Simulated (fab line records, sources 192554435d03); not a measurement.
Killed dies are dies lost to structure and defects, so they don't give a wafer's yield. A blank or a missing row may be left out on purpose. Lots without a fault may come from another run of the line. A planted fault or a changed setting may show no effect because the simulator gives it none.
A struck lot beside a sound one | flow n5_finfet | 41 steps out of a route of 1938
Sound: wafers L717.3, L717.5, L717.6. Struck: wafer L726.5. (L726.6 of the same lot was not struck and is left out.) The cause comes at the end.
At each step with rows: each side's tool, then ch and its chambers, then its first start. Under that, the readings that differ: sound wafers | struck wafers | difference of the means | sigmas: that difference in standard deviations of wafers without a fault.
alike: readings whose means differ by less than 2 such deviations, and words and numbers that are the same on both sides. not compared: withheld readings, readings that some wafer has no value for, bounds like >300 that may hide the same value, and numbers for which the record gives no deviation and whose values overlap.
The two part at a step that has a row with sigmas, a row that says differs or no value, or rows on one side only. Numbers that don't overlap but have no deviation are shown without sigmas and don't part them. A reading that every wafer of one side lacks parts them only if that side has two wafers or more.

first, 11 steps without rows for these wafers: N5_GATE_CUT_ETCHBACK_00 (etches W in SF6/Cl2); N5_GATE_CUT_ETCH_56 (etches TiN in Cl2/Ar, target depth 21.6 nm); N5_GATE_CUT_ETCHBACK_30 (etches TiN in Cl2/Ar, target depth 3 nm); N5_GATE_CUT_VAPOR_ETCH_60 (etches HfO2 in BCl3/Cl2); N5_GATE_CUT_ETCH_58 (etches SiNx in CH3F/O2, target depth 17 nm, time 128.6 s); N5_GATE_CUT_STRIP_59 (strips in N2/H2, time 20 s); N5_GATE_CUT_PRECLEAN_31 (cleans in DIW, time 300 s); N5_GATE_CUT_SRD_32 (time 30 s); N5_GATE_CUT_SAC_CAP_01 (material SiNx, target thk 24 nm, pulse time 1 s, ald cycles 480); N5_GATE_CUT_PECVD_57 (deposits SiNx from SiH4/NH3/N2, target thk 21 nm); N5_GATE_CUT_CMP_02 (polishes, stops on SiO2, t overpolish 12.7 s, target thk 0 nm).
N5_GATE_CUT_HM_DEP_46: deposits SiO2 from TEOS/O2, target thk 130 nm, time 26.6 s.
  sound on pecvd-03 ch 0,1, day 5 04:44; struck on pecvd-03 ch 0, day 7 10:26
  reading                                      | sound           | struck | difference | sigmas
  model.SiO2_of_GATE_CUT_HM_DEP_46.thk_nm (nm) | 128.6 131 130.2 | 43.4   | -86.5      |
  alike: heater_power_w, showerhead_plenum_p_Torr, showerhead_vpp_V, throttle_valve_pct
then, 15 steps without rows for these wafers: N5_GATE_CUT_COAT_34 (time 60 s, resist thk 60 nm); N5_GATE_CUT_COAT_35 (time 60 s, resist thk 10 nm); N5_GATE_CUT_COAT_27 (time 60 s, resist thk 10 nm); N5_GATE_CUT_COAT_07 (resist thk 30 nm); N5_GATE_CUT_EBR_09; N5_GATE_CUT_SOFTBAKE_08 (time 60 s); N5_GATE_CUT_EXPOSE_10 (exposes mask GATE CUT, target cd 20 nm); N5_GATE_CUT_PEB_11 (peb time 60 s); N5_GATE_CUT_DEVELOP_12 (develop time 30 s); N5_GATE_CUT_DESCUM_18 (chemistry O2, time 7 s); N5_GATE_CUT_ETCH_28 (etches underlayer in N2/H2, target depth 13 nm, time 10.4 s); N5_GATE_CUT_ETCH_36 (etches SiARC in CF4, target depth 13 nm, time 21.7 s); N5_GATE_CUT_ETCH_37 (etches SOC in N2/H2, target depth 60 nm, overetch 12 nm, time 90 s); N5_GATE_CUT_STRIP_38 (strips in N2/H2); N5_GATE_CUT_STRIP_39 (strips in N2/H2).
N5_GATE_CUT_HM_OPEN_40: chemistry C4F6/O2, target SiO2, target depth 139 nm, time 85.1 s.
  sound on rie_diel-04 ch 0,3, day 5 05:29; struck on rie_diel-04 ch 3, day 7 11:31
  reading                                   | sound             | struck | difference | sigmas
  etch_rf_on_time_s (s)                     | 92.7 93.2 93.4    | 31.3   | -61.8      | -27
  model.etch.depth_nm (nm)                  | 128.6 130.9 130.1 | 43.45  | -86.42     |
  model.SOC_of_GATE_CUT_COAT_34.thk_nm (nm) | 33 31.2 32.6      | 50.6   | +18.3      |
  alike: bias_w, drypump_motor_current_A, oes_product_au, rf_vpp_V, showerhead_plenum_p_Torr, throttle_valve_pct
  not compared: rf_hours_counter_h, model.GATE_CUT.cd_nm
then, 2 steps without rows for these wafers: N5_GATE_CUT_STRIP_41 (strips in CF4); N5_GATE_CUT_STRIP_42 (strips in O2).
N5_GATE_CUT_ETCH_19: etches SiNx in CH3F/O2, target depth 53.7 nm, time 76.7 s.
  sound on rie_diel-04 ch 0,3, day 5 05:36; struck on rie_diel-04 ch 3, day 7 11:39
  alike: bias_w, drypump_motor_current_A, etch_rf_on_time_s, oes_product_au, rf_vpp_V, showerhead_plenum_p_Torr, throttle_valve_pct
  not compared: rf_hours_counter_h, model.GATE_CUT.cd_nm
then, 7 steps without rows for these wafers: N5_GATE_CUT_CUT_ETCH_53 (etches W in SF6/Cl2, target depth 79.2 nm); N5_GATE_CUT_CUT_ETCH_54 (etches TiN in Cl2/BCl3, target depth 96.7 nm); N5_GATE_CUT_CUT_ETCH_55 (etches HfO2 in BCl3, target depth 3.2 nm); N5_GATE_CUT_ETCH_47 (etches SiO2 in Cl2/BCl3, target depth 10 nm); N5_GATE_CUT_VAPOR_ETCH_48 (etches TiN in BCl3/Cl2); N5_GATE_CUT_VAPOR_ETCH_49 (etches TiAlC in BCl3/Cl2); N5_GATE_CUT_VAPOR_ETCH_51 (etches HfO2 in BCl3/Cl2).
N5_GATE_CUT_THK_MEAS_24:
  sound on film_metro-02, day 5 07:56; struck on film_metro-02, day 7 13:59
  reading          | sound             | struck | difference | sigmas
  GC_FILL_THK (nm) | 219.0 220.7 217.7 | 132.0  | -87.1      | -38
N5_GATE_CUT_CMP_43: polishes SiO2.
  sound on cmp-04 ch 0,3, day 5 08:03; struck on cmp-04 ch 1, day 7 14:20
  reading                                      | sound | struck | difference | sigmas
  model.SiO2_of_GATE_CUT_HM_DEP_46.thk_nm (nm) | 5 5 5 | 0.8    | -4.2       |
  alike: motor_current_A
-- the record jumps here: 3 days lie between the struck wafers' starts before and after (it left off in module GATE_CUT and takes up again in module BEOL_M4, whose first step shown is number 1111 of the route) --
N5_BEOL_M4_RC_MEAS_101:
  sound on prober-02 ch 0, day 8 15:25; struck on prober-01 ch 0, day 10 22:02
  reading        | sound             | struck | difference | sigmas
  IOFF_P (nA/um) | 0.21 0.24 0.26    | 0.16   | -0.08      | -3
  VT_N (mV)      | 248.4 247.5 246.5 | 254.6  | +7.1       | +2
  VT_P (mV)      | -247 -244 -245    | -254   | -9         | -3
  alike: DIBL_N, DIBL_P, IOFF_N, ION_N, ION_P, SS_N, SS_P

WHERE THEY PART
First at N5_GATE_CUT_HM_OPEN_40; last, within this record, at N5_BEOL_M4_RC_MEAS_101.

WHY: what the simulator had put in
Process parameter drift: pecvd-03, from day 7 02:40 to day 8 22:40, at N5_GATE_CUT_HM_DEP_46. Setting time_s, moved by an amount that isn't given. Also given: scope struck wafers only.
